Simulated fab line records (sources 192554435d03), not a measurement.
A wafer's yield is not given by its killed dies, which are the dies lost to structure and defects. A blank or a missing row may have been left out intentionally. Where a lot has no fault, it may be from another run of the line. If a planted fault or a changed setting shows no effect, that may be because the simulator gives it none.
fab line records    flow n5_finfet    part 2 of 2: steps 20 to 30 of 30
record: lots: 5  wafers: 15  last_day: 17
route steps=1938 shown MIM_TOP_LITHO@1849 MIM_TOP_ETCH@1851 MIM_BOT_LITHO@1854 MIM_BOT_ETCH@1866 PASS1_CAP@1873 TV_LITHO@1875
lots that met no fault: from a run of the same line without faults
start_h: hours from the record's opening day to when the first of the lot's shown wafers began    wait_h: hours from the lot's prior step to this one    " unchanged from the row above    L1.1+2: one row covering several wafers at once    - value missing, or start not given    * or withheld: withheld    < > ~ a bound
route shown NAME@n: NAME is a module with steps in the file, n the number in the route of the first one    usual: mean/standard deviation taken from wafers without a fault    same: alike in all rows    chamber/n: place in a boat    sites: the reading at each site    _std_site: how widely they spread, as a standard deviation    _edge_site: inner sites' mean taken away from outer sites' mean    radius_mm: for every site, how far away it sits from the centre of the wafer    mask NAME#n: copy n    behind: the tool/chamber that last shaped the wafer    hold: what put the lot on hold/how long, in hours/how the hold closed    device: which transistor (n, p or np) failed to switch    end of line: the route-end tests of the same wafers    a step with no rows: only its recipe    killed: not the wafer's yield, but the dies lost to structure and defects at the first sort    map: a wafer's dies, x killed, . not, _ none there
set.NAME: setting as actually run; set.NAME@STEP: the setting as run at that earlier step    model.NAME: the simulator's own value behind a step, which no gauge read
lots at selected steps of the route; one table per step, one row per wafer
services: a tool's chamber out of use, with start hour (start_h, from the record's first day; less than 0 if before it), hours out, and reason
== steps ==
step: N5_MIM_BOT_ETCH_ETCH_00
recipe: chemistry: Cl2/BCl3  target: TiN  target_depth_a: 455  ion_energy_ev: 150  pressure_mtorr: 10  icp_w: 1000  bias_w: 126  Cl2_flow_sccm: 53.25  bcl3_flow_sccm: 21.75  Ar_flow_sccm: 25
usual: bcl3_flow_sccm: 21.76/0.061  drypump_motor_current_A: 6.0/0.44  mfc_ar_sccm: 25.00/0.069  oes_product_au: 0.78/0.039  throttle_valve_pct: 21.96/0.19
lot.wafer  tool          chamber  start_h  wait_h  bcl3_flow_sccm  drypump_motor_current_A  mfc_ar_sccm  oes_product_au  rf_hours_counter_h  throttle_valve_pct
L075.1     rie_metal-03  1        248.25   0.1     21.81           6.1                      25.01        0.88            9                   22.30
L075.2     "             0        "        "       21.72           6.5                      24.98        0.81            27                  21.85
L075.5     "             0        "        "       21.69           6.5                      25.14        0.81            -                   21.85
L074.1     rie_metal-02  0        248.55   0.1     21.82           6.3                      24.97        0.75            47                  21.73
L074.2     "             1        "        "       21.75           5.2                      24.98        0.82            32                  21.91
L074.4     "             0        "        "       21.81           6.4                      25.00        0.75            -                   21.73
L088.2     rie_metal-02  0        341.73   0.1     21.79           6.4                      25.02        0.73            55                  21.74
L088.4     "             1        "        "       21.74           5.2                      25.08        0.80            -                   21.96
L088.6     "             1        "        "       21.74           5.2                      25.00        0.80            -                   21.95
L091.3     rie_metal-03  0        372.06   0.1     21.81           6.5                      24.95        0.78            -                   21.91
L091.4     "             1        "        "       21.59           6.2                      25.04        0.82            -                   22.36
L091.5     "             1        "        "       21.73           6.2                      25.01        0.83            -                   22.34
L097.2     rie_metal-01  1        395.80   0.1     21.79           5.8                      24.87        0.74            54                  21.96
L097.4     "             0        "        "       21.63           5.8                      24.95        0.74            -                   21.91
L097.6     "             1        "        "       21.80           5.8                      25.07        0.73            -                   21.97
step: N5_MIM_BOT_ETCH_STRIP_01
recipe: chemistry: O2  power_w: 600  temp_c: 60  pressure_mtorr: 30  rf_frequency_hz: 6e+07  bias_power_w: 0  overash_fraction: 0.5  o2_flow_sccm: 225
usual: drypump_motor_current_A: 5.7/0.48  oes_product_au: 0.76/0.074  rf_vpp_V: 3.8/1.3  showerhead_plenum_p_Torr: 2.12/0.052  throttle_valve_pct: 16.8/0.3
lot.wafer  tool         chamber  start_h  wait_h  drypump_motor_current_A  oes_product_au  rf_hours_counter_h  rf_vpp_V  showerhead_plenum_p_Torr  throttle_valve_pct
L075.1     rie_diel-06  3        248.44   0.2     5.7                      0.81            111                 3.8       2.12                      16.9
L075.2     "            0        "        "       6.4                      0.69            229                 2.3       2.08                      17.1
L075.5     "            0        "        "       6.4                      0.69            -                   3.1       2.08                      17.1
L074.1     rie_diel-06  2        248.94   0.4     5.5                      0.76            144                 2.6       2.09                      16.6
L074.2     "            1        "        "       5.7                      0.69            230                 3.6       2.17                      16.9
L074.4     "            0        "        "       6.4                      0.69            229                 4.2       2.08                      17.1
L088.2     rie_diel-05  3        341.90   0.1     5.5                      0.76            147                 4.3       2.21                      16.7
L088.4     "            1        "        "       6.2                      0.78            146                 2.8       2.10                      16.8
L088.6     "            2        "        "       4.9                      0.69            -                   3.4       2.15                      16.6
L091.3     rie_diel-02  0        372.17   0.1     6.6                      0.79            123                 3.3       2.18                      16.7
L091.4     "            0        "        "       6.6                      0.78            -                   4.6       2.18                      16.8
L091.5     "            1        "        "       6.3                      0.89            -                   6.4       2.04                      16.1
L097.2     rie_diel-02  2        395.94   0.1     5.1                      1.00            2                   2.3       2.08                      16.8
L097.4     "            0        "        "       6.5                      0.76            134                 3.0       2.18                      16.8
L097.6     "            2        "        "       5.1                      0.98            -                   4.4       2.08                      16.8
step: N5_MIM_BOT_ETCH_STRIP_02
recipe: chemistry: post_etch_residue_remover  time_s: 1200  temp_c: 72.5
lot.wafer   tool          chamber  start_h  wait_h
L075.1+2+5  wet_bench-06  7,6,3    248.50   -
L074.1+2+4  wet_bench-06  1,6,4    249.01   -
L088.2+4+6  wet_bench-06  0,1,2    341.96   -
L091.3+4+5  wet_bench-03  6,7,5    372.23   -
L097.2+4+6  wet_bench-06  7,6,2    396.01   -
step: N5_MIM_BOT_ETCH_CLEAN_05
recipe: chemistry: IPA  time_s: 180  temp_c: 25
lot.wafer   tool          chamber  start_h  wait_h
L075.1+2+5  wet_bench-06  7,6,3    248.84   0.0
L074.1+2+4  wet_bench-06  1,6,4    249.34   0.0
L088.2+4+6  wet_bench-06  0,1,2    342.30   0.0
L091.3+4+5  wet_bench-03  6,7,5    372.57   0.0
L097.2+4+6  wet_bench-06  7,6,2    396.38   0.0
step: N5_MIM_BOT_ETCH_SRD_06
recipe: dry: ipa_marangoni  time_s: 30  temp_c: 23  rinse_liquid: diw
lot.wafer   tool          chamber  start_h  wait_h
L075.1+2+5  wet_bench-06  7,6,3    248.89   0.0
L074.1+2+4  wet_bench-06  1,6,4    249.39   0.0
L088.2+4+6  wet_bench-06  0,1,2    342.35   0.0
L091.3+4+5  wet_bench-03  6,7,5    372.62   0.0
L097.2+4+6  wet_bench-06  7,6,2    396.43   0.0
step: N5_PASSIVATION_PECVD_55
recipe: material: SiO2  target_thk_a: 4000  temp_c: 400  precursor: SiH4/N2O  pressure_torr: 2.7  rf_w: 608  time_s: 22.5
usual: heater_power_outer_w: 376/53  heater_power_w: 668/92  showerhead_plenum_p_Torr: 8.12/0.054  throttle_valve_pct: 50/4.4
lot.wafer  tool      chamber  start_h  wait_h  heater_power_outer_w  heater_power_w  showerhead_plenum_p_Torr  throttle_valve_pct
L075.1     pecvd-03  2        248.94   0.0     313                   521             8.16                      52
L075.2     "         0        "        "       479                   750             8.14                      50
L075.5     "         1        "        "       370                   660             8.06                      47
L074.1     pecvd-01  1        249.44   0.0     373                   712             8.09                      59
L074.2     "         0        "        "       414                   766             8.10                      47
L074.4     "         2        "        "       451                   824             8.21                      45
L088.2     pecvd-01  0        342.40   0.0     387                   736             8.06                      47
L088.4     "         2        "        "       404                   744             8.21                      45
L088.6     "         1        "        "       385                   714             8.10                      59
L091.3     pecvd-02  1        372.67   0.0     278                   538             8.17                      54
L091.4     "         2        "        "       337                   596             8.08                      48
L091.5     "         0        "        "       366                   657             8.09                      52
L097.2     pecvd-01  1        396.48   0.0     389                   724             8.07                      59
L097.4     "         1        "        "       280                   576             8.09                      60
L097.6     "         2        "        "       412                   763             8.23                      45
step: N5_PASSIVATION_PECVD_01
recipe: material: SiNx  target_thk_a: 2000  temp_c: 400  precursor: SiH4/NH3/N2  pressure_torr: 4.9  rf_w: 1406  time_s: 43.2
usual: heater_power_outer_w: 163/55  heater_power_w: 383/91  showerhead_plenum_p_Torr: 8.64/0.039  throttle_valve_pct: 28.6/2.4
lot.wafer  tool      chamber  start_h  wait_h  heater_power_outer_w  heater_power_w  showerhead_plenum_p_Torr  throttle_valve_pct
L075.1     pecvd-03  2        248.97   0.0     106                   247             8.69                      29.5
L075.2     "         0        "        "       228                   424             8.65                      28.8
L075.5     "         1        "        "       275                   543             8.60                      26.7
L074.1     pecvd-01  1        249.47   0.0     164                   415             8.63                      33.5
L074.2     "         0        "        "       143                   396             8.61                      26.6
L074.4     "         2        "        "       173                   448             8.70                      25.5
L088.2     pecvd-01  0        342.43   0.0     206                   477             8.62                      27.1
L088.4     "         2        "        "       144                   404             8.70                      25.5
L088.6     "         1        "        "       170                   428             8.59                      33.2
L091.3     pecvd-02  1        372.70   0.0     183                   406             8.66                      30.5
L091.4     "         2        "        "       56                    211             8.63                      27.0
L091.5     "         0        "        "       161                   381             8.63                      29.1
L097.2     pecvd-01  1        396.52   0.0     94                    319             8.60                      33.3
L097.4     "         1        "        "       104                   335             8.59                      33.5
L097.6     "         2        "        "       230                   519             8.71                      25.9
step: N5_PASSIVATION_HMDS_03
recipe: time_s: 60  temp_c: 120
usual: heater_power_total_W: 197.1/2
lot.wafer  tool            chamber  start_h  wait_h  heater_power_total_W
L075.1     litho_track-03  0        249.06   0.1     193.8
L075.2     "               0        "        "       195.7
L075.5     "               0        "        "       198.1
L074.1     litho_track-03  0        249.60   0.1     194.3
L074.2     "               0        "        "       194.1
L074.4     "               0        "        "       194.9
L088.2     litho_track-02  0        344.63   2.2     197.1
L088.4     "               0        "        "       195.0
L088.6     "               0        "        "       196.2
L091.3     litho_track-02  0        372.91   0.2     195.3
L091.4     "               0        "        "       199.7
L091.5     "               0        "        "       199.5
L097.2     litho_track-03  0        400.10   3.6     199.0
L097.4     "               0        "        "       196.8
L097.6     "               0        "        "       199.7
step: N5_PASSIVATION_COAT_04
recipe: spin_rpm: *  resist_thk_nm: *
lot.wafer   tool            chamber  start_h  wait_h
L075.1+2+5  litho_track-03  0        -        -
L074.1+2+4  litho_track-03  0        -        -
L088.2+4+6  litho_track-02  0        -        -
L091.3+4+5  litho_track-02  0        -        -
L097.2+4+6  litho_track-03  0        -        -
step: N5_PASSIVATION_EBR_06
recipe: solvent: PGMEA  ebr_width_mm: 1.5
lot.wafer   tool            chamber  start_h  wait_h
L075.1+2+5  litho_track-03  0        -        -
L074.1+2+4  litho_track-03  0        -        -
L088.2+4+6  litho_track-02  0        -        -
L091.3+4+5  litho_track-02  0        -        -
L097.2+4+6  litho_track-03  0        -        -
step: N5_PASSIVATION_SOFTBAKE_05
recipe: temp_c: 100  time_s: 90
usual: heater_power_total_W: 121.3/0.61
lot.wafer  tool            chamber  start_h  wait_h  heater_power_total_W
L075.1     litho_track-03  0        -        -       122.2
L075.2     "               0        "        "       121.8
L075.5     "               0        "        "       121.3
L074.1     litho_track-03  0        -        -       120.8
L074.2     "               0        "        "       122.2
L074.4     "               0        "        "       121.4
L088.2     litho_track-02  0        -        -       121.0
L088.4     "               0        "        "       121.8
L088.6     "               0        "        "       121.0
L091.3     litho_track-02  0        -        -       121.9
L091.4     "               0        "        "       121.6
L091.5     "               0        "        "       122.0
L097.2     litho_track-03  0        -        -       121.1
L097.4     "               0        "        "       121.2
L097.6     "               0        "        "       122.0
== services ==
tool            chamber  start_h  hours  kind
rie_diel-02     2        226.34   13.2   repair
pecvd-03        2        228.10   7.4    repair
rie_diel-06     1        233.21   4.6    repair
krf_scanner-01  -        235.01   1.0    pm
krf_scanner-02  -        236.83   1.0    pm
pecvd-02        0        238.79   12.3   repair
rie_diel-04     0        241.77   2.9    repair
rie_diel-06     -        242.52   0.3    repair
rie_metal-03    -        249.95   2.8    pm
rie_diel-04     3        266.66   7.7    repair
pecvd-01        0        276.77   4.4    repair
rie_diel-06     0        289.58   6.3    repair
krf_scanner-01  -        291.97   0.8    pm
rie_metal-02    -        293.03   1.4    pm
rie_diel-05     3        300.97   6.5    repair
pecvd-03        -        305.30   1.0    repair
rie_diel-01     3        312.30   7.9    repair
rie_diel-02     0        313.14   13.1   repair
rie_diel-01     0        314.42   5.3    repair
krf_scanner-02  -        317.40   4.4    pm
pecvd-03        -        330.53   1.1    repair
rie_diel-01     0        332.02   2.5    repair
pecvd-02        0        342.26   4.8    repair
krf_scanner-01  -        377.72   1.3    pm
